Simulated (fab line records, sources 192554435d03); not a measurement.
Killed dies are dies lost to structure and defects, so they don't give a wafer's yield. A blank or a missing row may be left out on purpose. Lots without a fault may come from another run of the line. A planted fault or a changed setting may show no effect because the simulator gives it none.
Chamber matching | flow n5_finfet | N5_BEOL_M4_ALD_84 on ald_metal-01: 4 sister chambers
The step deposits TaN, pulse time 2 s, purge time 3 s, co reactant purge time 2 s. 14 wafers are shown with their chamber, then 7 later ones without.

WAFERS WITH THEIR CHAMBER
wafer  | chamber | heater_power_w (W)
L075.3 | 3       | 433
L075.4 | 2       | 387
L075.6 | 3       | 438
L077.1 | 0       | 409
L077.3 | 3       | 445
L077.5 | 3       | 436
L083.2 | 0       | 416
L083.4 | 2       | 399
L083.5 | 1       | 407
L086.1 | 0       | 404
L086.2 | 1       | 417
L086.5 | 3       | 436
L089.2 | 2       | 390
L089.4 | 3       | 428

SIGNATURES (means of the wafers above)
reading        | chamber 0 | chamber 1 | chamber 2 | chamber 3 | scatter within a chamber
heater_power_w | 409.67    | 412.00    | 392.00    | 436.00    | 5.99
Rule: a wafer's distance from a chamber is the root of the sum, over the readings, of the square of ((its reading less the chamber's mean) divided by the reading's scatter). The wafer belongs to the nearest chamber; if the next one is less than 2 further off, it can't be placed. The scatter: the root of (the sum of the squares of (reading less its chamber's mean) over the shown wafers, divided by (wafers less chambers)).

WAFERS WITHOUT THEIR CHAMBER
wafer  | heater_power_w (W)
L089.6 | 420
L095.1 | 401
L095.5 | 411
L095.6 | 418
L096.1 | 424
L096.2 | 385
L096.3 | 405

WHICH CHAMBER EACH WENT THROUGH
wafer  | from the rows above          | in truth
L089.6 | can't be placed: 1 or 0 or 3 | 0
L095.1 | can't be placed: 0 or 2 or 1 | 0
L095.5 | can't be placed: 1 or 0      | 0
L095.6 | can't be placed: 1 or 0      | 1
L096.1 | can't be placed: 1 or 3 or 0 | 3
L096.2 | 2                            | 2
L096.3 | can't be placed: 0 or 1 or 2 | 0
Placed correctly: 1 of 7. Can't be placed from these rows: 6 (the true chamber is among the candidates in 6). Placed wrongly: 0.
